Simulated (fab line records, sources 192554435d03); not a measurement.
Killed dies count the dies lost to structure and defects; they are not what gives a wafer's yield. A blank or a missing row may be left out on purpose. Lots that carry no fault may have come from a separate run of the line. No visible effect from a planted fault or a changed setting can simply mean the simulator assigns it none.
Chamber matching / flow n5Finfet / 3 sister chambers for N5_BEOL_M9_DEP_56 on pecvd-03
The step deposits SiCN from 3MS/NH3, target thk 15 nm, time 26.5 s. 3 wafers are shown with their chamber, then 11 later ones without.

== EACH WAFER AND ITS CHAMBER ==
wafer=L089.1; chamber=1; showerheadPlenumPTorr (Torr)=3.687
wafer=L089.2; chamber=2; showerheadPlenumPTorr (Torr)=3.652
wafer=L091.2; chamber=0; showerheadPlenumPTorr (Torr)=3.663

== WAFERS WITH NO CHAMBER GIVEN ==
wafer=L091.4; showerheadPlenumPTorr (Torr)=3.657
wafer=L091.5; showerheadPlenumPTorr (Torr)=3.680
wafer=L092.2; showerheadPlenumPTorr (Torr)=3.680
wafer=L092.3; showerheadPlenumPTorr (Torr)=3.663
wafer=L092.5; showerheadPlenumPTorr (Torr)=3.656
wafer=L095.3; showerheadPlenumPTorr (Torr)=3.671
wafer=L095.4; showerheadPlenumPTorr (Torr)=3.686
wafer=L095.5; showerheadPlenumPTorr (Torr)=3.657
wafer=L097.1; showerheadPlenumPTorr (Torr)=3.699
wafer=L097.2; showerheadPlenumPTorr (Torr)=3.648
wafer=L097.3; showerheadPlenumPTorr (Torr)=3.669

== WHICH CHAMBER EACH ONE RAN IN ==
wafer=L091.4; from the rows above=can't be placed: 2 or 0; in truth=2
wafer=L091.5; from the rows above=can't be placed: 1 or 0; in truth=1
wafer=L092.2; from the rows above=can't be placed: 1 or 0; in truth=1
wafer=L092.3; from the rows above=can't be placed: 0 or 2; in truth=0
wafer=L092.5; from the rows above=can't be placed: 2 or 0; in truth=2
wafer=L095.3; from the rows above=can't be placed: 0 or 1 or 2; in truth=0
wafer=L095.4; from the rows above=1; in truth=1
wafer=L095.5; from the rows above=can't be placed: 2 or 0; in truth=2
wafer=L097.1; from the rows above=1; in truth=1
wafer=L097.2; from the rows above=can't be placed: 2 or 0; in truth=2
wafer=L097.3; from the rows above=can't be placed: 0 or 2 or 1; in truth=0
2 of 11 placed correctly. These rows do not allow placing 9 (true chamber among the candidates in 9). Placed wrongly: 0.
How it was worked out, from the rows above alone: a wafer's distance from a chamber is the root of the sum, over the readings, of the square of ((its reading less the chamber's mean) divided by the reading's scatter). If the next closest chamber is less than 2 further off than the closest, the wafer can't be placed; otherwise it belongs to the closest. A chamber's mean is the mean of its shown wafers. The scatter (one wafer shown for each chamber): square how far every hidden wafer sits from the nearest shown wafer, average those squares and take the square root.
